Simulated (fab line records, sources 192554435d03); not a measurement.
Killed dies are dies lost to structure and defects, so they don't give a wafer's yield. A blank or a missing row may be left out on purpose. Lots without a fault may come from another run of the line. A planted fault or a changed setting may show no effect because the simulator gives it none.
Chamber matching | flow n5_finfet | N5_BEOL_M12_DEP_53 on pecvd-01: 3 sister chambers
The step deposits SiCN from 3MS/NH3, target thk 30 nm, time 10.5 s. 6 wafers are shown with their chamber, then 10 later ones without.

WAFERS WITH THEIR CHAMBER
wafer  | chamber | throttle_valve_pct (%) | showerhead_plenum_p_Torr (Torr)
L084.2 | 2       | 19.4                   | 4.152
L084.5 | 1       | 19.8                   | 4.158
L085.2 | 2       | 19.7                   | 4.146
L085.6 | 1       | 19.4                   | 4.161
L091.3 | 0       | 17.3                   | 4.143
L091.4 | 0       | 17.3                   | 4.151

WAFERS WITHOUT THEIR CHAMBER
wafer  | throttle_valve_pct (%) | showerhead_plenum_p_Torr (Torr)
L091.5 | 19.6                   | 4.154
L093.3 | 19.6                   | 4.154
L093.5 | 19.5                   | 4.150
L093.6 | 17.1                   | 4.157
L092.1 | 19.6                   | 4.151
L092.3 | 17.2                   | 4.156
L092.5 | 17.2                   | 4.156
L095.2 | 19.6                   | 4.152
L095.5 | 19.7                   | 4.161
L095.6 | 17.2                   | 4.156

WHICH CHAMBER EACH WENT THROUGH
wafer  | from the rows above     | in truth
L091.5 | can't be placed: 2 or 1 | 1
L093.3 | can't be placed: 2 or 1 | 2
L093.5 | can't be placed: 2 or 1 | 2
L093.6 | 0                       | 0
L092.1 | can't be placed: 2 or 1 | 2
L092.3 | 0                       | 0
L092.5 | 0                       | 0
L095.2 | can't be placed: 2 or 1 | 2
L095.5 | 1                       | 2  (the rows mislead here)
L095.6 | 0                       | 0
Placed correctly: 4 of 10. Can't be placed from these rows: 5 (the true chamber is among the candidates in 5). Placed wrongly: 1.
How it was worked out, from the rows above alone: a wafer's distance from a chamber is the root of the sum, over the readings, of the square of ((its reading less the chamber's mean) divided by the reading's scatter). The wafer belongs to the nearest chamber; if the next one is less than 2 further off, it can't be placed. A chamber's mean is the mean of its shown wafers. The scatter: the root of (the sum of the squares of (reading less its chamber's mean) over the shown wafers, divided by (wafers less chambers)).
